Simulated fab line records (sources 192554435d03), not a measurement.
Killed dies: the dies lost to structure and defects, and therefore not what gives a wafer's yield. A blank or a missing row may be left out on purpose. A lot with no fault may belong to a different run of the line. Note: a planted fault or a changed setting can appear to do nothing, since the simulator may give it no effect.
Which of the tools did it? ; flow n5-finfet ; Sampling: 12 lots, 36 wafers, 6 of 1938 route steps

WHAT THE GAUGES READ, wafer by wafer
N5_BEOL_M3_THK_MEAS_01.
lot;measured;on;M3_ILD_THK (nm)
L075;day 7 01:30;film-metro-01;77.2 77.7 78.0
L076;day 7 09:47;film-metro-01;78.3 80.2 79.5
L079;day 8 03:30;film-metro-01;77.4 78.2 78.8
L081;day 8 10:32;film-metro-02;79.2 77.4 78.2
L083;day 8 23:44;film-metro-01;79.7 79.2 80.0
L086;day 9 18:49;film-metro-02;78.6 78.1 79.2
L087;day 10 06:31;film-metro-01;77.4 79.4 78.8
L089;day 10 13:13;film-metro-01;79.0 80.0 79.7
L091;day 10 22:22;film-metro-01;77.6 79.5 79.9
L092;day 11 15:17;film-metro-01;79.4 78.2 79.7
L095;day 12 18:19;film-metro-01;78.1 79.5 79.6
L097;day 13 03:21;film-metro-01;77.9 78.1 77.8

EACH LOT AND THE TOOL THAT RAN IT (in order: tool; ch and the chambers of the sampled wafers; start)
lot;N5_BEOL_M2_DEGAS_44;N5_BEOL_M2_ANNEAL_87;N5_BEOL_M2_ANNEAL_89;N5_BEOL_M2_SPUTTER_92;N5_BEOL_M2_CO_CAP_55
L075;pvd-sputter-02, day 6 20:23;pvd-sputter-02, day 6 23:18;pvd-sputter-02, day 6 23:31;pvd-sputter-02, day 6 23:53;cvd-co-01 ch 0,1,2, day 7 01:11
L076;pvd-sputter-01, day 7 04:29;pvd-sputter-02, day 7 07:08;pvd-sputter-02, day 7 07:22;pvd-sputter-02, day 7 07:43;cvd-co-02 ch 0,1, day 7 09:28
L079;pvd-sputter-01, day 7 23:20;pvd-sputter-02, day 8 01:10;pvd-sputter-02, day 8 01:23;pvd-sputter-02, day 8 01:45;cvd-co-01 ch 0,1, day 8 03:10
L081;pvd-sputter-01, day 8 05:18;pvd-sputter-02, day 8 06:52;pvd-sputter-02, day 8 07:05;pvd-sputter-02, day 8 07:26;cvd-co-01 ch 0,1,2, day 8 10:14
L083;pvd-sputter-01, day 8 19:40;pvd-sputter-02, day 8 21:32;pvd-sputter-02, day 8 21:45;pvd-sputter-02, day 8 22:07;cvd-co-01 ch 0,1,2, day 8 23:25
L086;pvd-sputter-01, day 9 14:38;pvd-sputter-01, day 9 16:07;pvd-sputter-01, day 9 16:20;pvd-sputter-01, day 9 16:41;cvd-co-01 ch 0,2, day 9 18:30
L087;pvd-sputter-02, day 10 02:46;pvd-sputter-02, day 10 04:17;pvd-sputter-02, day 10 04:31;pvd-sputter-02, day 10 04:52;cvd-co-01 ch 1,2, day 10 06:11
L089;pvd-sputter-03, day 10 09:17;pvd-sputter-03, day 10 10:59;pvd-sputter-03, day 10 11:12;pvd-sputter-03, day 10 11:34;cvd-co-01 ch 0,1,2, day 10 12:53
L091;pvd-sputter-02, day 10 18:43;pvd-sputter-02, day 10 20:08;pvd-sputter-02, day 10 20:21;pvd-sputter-02, day 10 20:43;cvd-co-01 ch 0,1,2, day 10 22:01
L092;pvd-sputter-03, day 11 11:30;pvd-sputter-03, day 11 13:04;pvd-sputter-03, day 11 13:17;pvd-sputter-03, day 11 13:38;cvd-co-02 ch 0,1,2, day 11 14:59
L095;pvd-sputter-02, day 12 14:47;pvd-sputter-03, day 12 16:07;pvd-sputter-03, day 12 16:20;pvd-sputter-03, day 12 16:42;cvd-co-01 ch 0,1,2, day 12 18:01
L097;pvd-sputter-02, day 12 23:49;pvd-sputter-03, day 13 01:09;pvd-sputter-03, day 13 01:22;pvd-sputter-03, day 13 01:44;cvd-co-02 ch 0,1, day 13 03:02
- N5_BEOL_M2_DEGAS_44: time 60 s.
- N5_BEOL_M2_ANNEAL_87: time 240 s.
- N5_BEOL_M2_ANNEAL_89: time 240 s.
- N5_BEOL_M2_SPUTTER_92: material Cu, target thk 4.5 nm, time 8.29 s.
- N5_BEOL_M2_CO_CAP_55: material Co, precursor CCTBA/H2, target thk 2 nm, time 102.1 s.

THE ANSWER, worked out from the rows above alone
Rule: the lots themselves supply what counts as usual. Put in order of their means at a reading, lots are off if they are a third of the lots or fewer, leave a main group of 4 or more, and stand apart from it by a gap of 3 or more times the standard deviation of the main group's means; of several such gaps the widest counts. A main group is skipped when, at the precision printed for the reading in the tables above, its means are all equal. Also off: a lot with no number at a reading for which 4 or more lots have one. All remaining lots with rows at the step are treated as sound.
No lot is off on any of the readings shown, so nothing can be concluded from this.

WHAT WAS PUT IN BY THE SIMULATOR
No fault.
